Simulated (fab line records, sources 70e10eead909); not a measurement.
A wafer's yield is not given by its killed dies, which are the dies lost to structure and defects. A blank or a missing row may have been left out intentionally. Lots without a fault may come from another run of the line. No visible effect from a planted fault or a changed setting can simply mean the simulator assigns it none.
What tool caused it? ; flow nand-harc ; Sampling: 14 lots, 42 wafers, 5 of 1159 route steps

WHAT THE GAUGES SHOWED, per wafer
NHARC_THIN_TSV_CD_MEAS_16.
lot;measured;on;cd-nm (nm)
L214;day 18 19:23;cd-sem-01;997.8 997.7 1001.6
L213;day 18 21:52;cd-sem-02;1001.8 998.8 998.8
L216;day 18 20:43;cd-sem-03;998.1 996.5 999.2
L215;day 19 03:32;cd-sem-03;1000.0 1002.9 999.2
L218;day 19 16:29;cd-sem-02;998.8 997.8 1002.2
L220;day 20 01:18;cd-sem-01;1003.8 1001.0 1000.0
L221;day 21 00:04;cd-sem-01;999.8 999.6 998.8
L225;day 21 20:16;cd-sem-01;1002.7 1001.8 1001.5
L229;day 22 01:53;cd-sem-02;997.0 996.8 996.1
L232;day 23 02:23;cd-sem-03;1002.2 999.5 1000.5
L230;day 23 07:51;cd-sem-01;1000.8 1001.0 1002.1
L235;day 24 16:35;cd-sem-01;1002.1 1000.0 1000.1
L234;day 24 17:49;cd-sem-01;1001.8 998.8 1001.7
L236;day 25 02:31;cd-sem-02;996.6 999.4 1000.3

NHARC_THIN_TSV_CD_MEAS_33: target cd 5000 nm.
lot;measured;on;cd-nm (nm)
L214;day 19 01:16;cd-sem-01;5001.3 5000.8 4998.7
L213;day 19 02:41;cd-sem-02;4997.9 4999.5 4997.8
L216;day 19 01:43;cd-sem-03;4997.2 4997.3 4999.4
L215;day 19 08:28;cd-sem-02;4999.5 5000.0 4999.4
L218;day 19 21:35;cd-sem-01;4996.5 4997.4 4997.0
L220;day 20 06:20;cd-sem-01;4998.6 4995.4 4997.2
L221;day 21 05:01;cd-sem-02;5004.5 5000.7 5004.3
L225;day 22 01:16;cd-sem-03;5001.5 5001.9 5005.0
L229;day 22 06:50;cd-sem-01;5002.6 5004.6 5000.7
L232;day 23 07:22;cd-sem-03;5001.6 5002.1 5003.3
L230;day 23 13:07;cd-sem-03;4999.8 4998.9 5000.2
L235;day 24 21:37;cd-sem-03;5003.8 5004.3 5004.2
L234;day 24 23:10;cd-sem-01;5002.3 5001.9 5000.1
L236;day 25 07:27;cd-sem-02;4999.5 5000.0 4998.8

NHARC_END_SORT_01.
lot;measured;on;killed-at-array;killed-at-other;killed-at-periphery;killed-dies;killed-open;killed-short
L221;day 21 14:43;prober-01;129 22 119;0 0 0;7 7 5;136 29 124;1 4 3;4 1 5
L225;day 22 11:54;prober-01;119 16 21;1 1 0;2 2 3;122 19 24;0 4 8;3 3 3
L230;day 23 22:35;prober-02;39 44 35;1 0 0;1 4 3;41 48 38;2 6 2;1 2 4

TOOL THAT RAN EACH LOT (tool first, then ch and the chambers of the sampled wafers, then the start)
lot;NHARC_A_CONTACT_ETCH_122;NHARC_THIN_TSV_ETCHBACK_48
L214;har-cap-etch-01 ch 0,1, day 16 03:13;rie-diel-06 ch 1,2,3, day 18 20:43
L213;har-cap-etch-02 ch 0,1, day 16 05:29;rie-diel-12 ch 1,2, day 18 23:08
L216;har-cap-etch-01 ch 0,1, day 16 16:04;rie-diel-06 ch 0,1,3, day 18 22:03
L215;har-cap-etch-02 ch 0,1, day 16 18:19;rie-diel-12 ch 1,2, day 19 04:48
L218;har-cap-etch-02 ch 0,1, day 17 08:33;rie-diel-06 ch 0,3, day 19 17:48
L220;har-cap-etch-02 ch 0,1, day 17 18:36;rie-diel-12 ch 1,2,3, day 20 02:37
L221;har-cap-etch-02 ch 0,1, day 18 21:01;rie-diel-12 ch 0,1, day 21 01:20
L225;har-cap-etch-02 ch 0,1, day 19 11:48;rie-diel-11 ch 0,1,3, day 21 21:32
L229;har-cap-etch-03 ch 0,1, day 20 02:48;rie-diel-06 ch 0,1,3, day 22 03:16
L232;har-cap-etch-01 ch 0,1, day 20 16:29;rie-diel-11 ch 1,3, day 23 03:48
L230;har-cap-etch-01 ch 0,1, day 20 20:52;rie-diel-06 ch 0,1,2, day 23 09:13
L235;har-cap-etch-02 ch 0,1, day 21 23:20;rie-diel-12 ch 0,3, day 24 17:53
L234;har-cap-etch-01 ch 0,1, day 22 00:07;rie-diel-12 ch 0,1,3, day 24 19:07
L236;har-cap-etch-02 ch 0,1, day 22 13:47;rie-diel-12 ch 0,3, day 25 03:47
- NHARC_A_CONTACT_ETCH_122: etches the open film in C4F8/O2/Ar, time 95 s, target depth 930 nm.
- NHARC_THIN_TSV_ETCHBACK_48: etches the open film in C4F8/Ar, target depth 1028.5 nm, time 405.17 s.

AS READ BY THE TOOLS THEMSELVES (means over the sampled wafers that have a number; for cases with no such wafer, the mark the record gives instead)
NHARC_THIN_TSV_ETCHBACK_48.
lot;tool;oes-product-au (a.u.);rf-vpp-V (V)
L214;rie-diel-06;1.01;547
L213;rie-diel-12;0.96;545
L216;rie-diel-06;1.00;544
L215;rie-diel-12;0.93;545
L218;rie-diel-06;0.97;543
L220;rie-diel-12;0.93;547
L221;rie-diel-12;0.96;542
L225;rie-diel-11;0.91;549
L229;rie-diel-06;0.93;543
L232;rie-diel-11;0.92;549
L230;rie-diel-06;0.94;546
L235;rie-diel-12;0.99;545
L234;rie-diel-12;1.00;543
L236;rie-diel-12;1.00;545

THE ANSWER, worked out from the rows above alone
Rule: the lots themselves supply what counts as usual. Put in order of their means at a reading, lots are off if they are a third of the lots or fewer, leave a main group of 4 or more, and stand apart from it by a gap of 3 or more times the standard deviation of the main group's means; of several such gaps the widest counts. If all means in a main group match to the digits the tables above print for the reading, that group is not used. A lot without any number at a reading at which 4 lots or more have one is off too. Any other lot the step has rows for is counted as sound. Order of review: gauges by route order, followed by the tools' own readings, for which a lot's mean as printed above is used. The first step at which some lot is off is used, and at that step the reading that is off furthest; a lot without a number counts as furthest.
None of the lots is off at any reading shown; this tells nothing.

WHAT WAS PUT IN BY THE SIMULATOR
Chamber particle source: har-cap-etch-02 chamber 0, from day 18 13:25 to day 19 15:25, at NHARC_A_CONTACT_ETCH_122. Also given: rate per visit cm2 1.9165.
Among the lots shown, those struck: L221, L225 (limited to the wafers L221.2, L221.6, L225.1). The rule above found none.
